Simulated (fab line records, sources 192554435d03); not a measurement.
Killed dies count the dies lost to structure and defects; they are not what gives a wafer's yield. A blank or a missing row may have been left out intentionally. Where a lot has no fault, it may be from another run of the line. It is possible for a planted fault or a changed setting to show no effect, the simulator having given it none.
Matching of chambers | flow n5 finfet | 4 sister chambers for N5_SDB_DESCUM_16 on rie diel-06
The step chemistry O2, time 7.9 s. 8 wafers are shown with their chamber, then 11 later ones without.

EACH WAFER AND ITS CHAMBER
wafer  | chamber | drypump motor current A (A) | showerhead plenum p Torr (Torr)
L089.2 | 2       | 5.4                         | 2.02
L089.5 | 3       | 6.6                         | 2.12
L090.4 | 1       | 4.8                         | 2.03
L090.5 | 3       | 6.6                         | 2.12
L092.1 | 1       | 4.9                         | 2.03
L092.2 | 2       | 5.4                         | 2.02
L092.3 | 0       | 6.3                         | 2.04
L093.1 | 0       | 6.2                         | 2.03

WAFERS WITHOUT THEIR CHAMBER
wafer  | drypump motor current A (A) | showerhead plenum p Torr (Torr)
L093.2 | 5.4                         | 2.02
L093.3 | 4.9                         | 2.03
L093.4 | 6.6                         | 2.12
L093.5 | 5.4                         | 2.02
L093.6 | 6.6                         | 2.12
L097.2 | 6.2                         | 2.03
L097.4 | 6.6                         | 2.12
L097.5 | 6.6                         | 2.12
L096.1 | 6.6                         | 2.12
L096.2 | 5.4                         | 2.01
L096.4 | 6.2                         | 2.03

WHICH CHAMBER EACH ONE RAN IN
wafer  | from the rows above | in truth
L093.2 | 2                   | 2
L093.3 | 1                   | 1
L093.4 | 3                   | 3
L093.5 | 2                   | 2
L093.6 | 3                   | 3
L097.2 | 0                   | 0
L097.4 | 3                   | 3
L097.5 | 3                   | 3
L096.1 | 3                   | 3
L096.2 | 2                   | 2
L096.4 | 0                   | 0
Placed correctly: 11 of 11. Not placeable from these rows: 0. 0 placed wrongly.
How it was worked out, from the rows above alone: a wafer's distance from a chamber is the root of the sum, over the readings, of the square of ((its reading less the chamber's mean) divided by the reading's scatter). The wafer belongs to the nearest chamber; if the next one is less than 2 further off, it can't be placed. The mean given for a chamber averages the wafers shown for that chamber. How the scatter is found: for the shown wafers, subtract from each reading the mean of its chamber, square and add these, divide the total by (wafers less chambers), then take the root.
